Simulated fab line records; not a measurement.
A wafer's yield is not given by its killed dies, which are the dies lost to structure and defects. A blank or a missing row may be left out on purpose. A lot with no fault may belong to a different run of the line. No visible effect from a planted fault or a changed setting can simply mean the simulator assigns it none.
Matching of chambers -- flow n5 finfet -- N5_BEOL_M7_PECVD_70 on pecvd-04: 3 sister chambers
The step deposits SiO2 from TEOS/O2, target thk 20 nm, time 22.7 s. 6 wafers are shown with their chamber, then 7 later ones without.

WAFERS WITH THEIR CHAMBER
wafer,chamber,showerhead plenum p Torr (Torr),throttle valve pct (%)
L078.5,0,8.68,21.8
L084.1,1,8.70,23.1
L087.4,0,8.65,21.4
L087.5,2,8.86,23.2
L089.1,1,8.73,22.6
L089.4,2,8.86,22.9

WAFERS WITHOUT THEIR CHAMBER
wafer,showerhead plenum p Torr (Torr),throttle valve pct (%)
L089.6,8.66,21.4
L090.2,8.71,23.1
L090.4,8.68,21.4
L090.5,8.86,22.9
L091.2,8.86,23.1
L091.5,8.86,22.9
L091.6,8.70,22.5

CHAMBER TAKEN BY EACH
wafer,from the rows above,in truth
L089.6,0,0
L090.2,1,1
L090.4,0,0
L090.5,2,2
L091.2,2,2
L091.5,2,2
L091.6,1,1
7 of 7 placed correctly. Left unplaced by these rows: 0. Wrongly placed: 0.
How it was worked out, from the rows above alone: a wafer's distance from a chamber is the root of the sum, over the readings, of the square of ((its reading less the chamber's mean) divided by the reading's scatter). If the next closest chamber is less than 2 further off than the closest, the wafer can't be placed; otherwise it belongs to the closest. A chamber's mean is the mean of its shown wafers. The scatter: take each reading less its chamber's mean, square it, sum over the shown wafers, divide by the number of wafers less the number of chambers, and take the root.
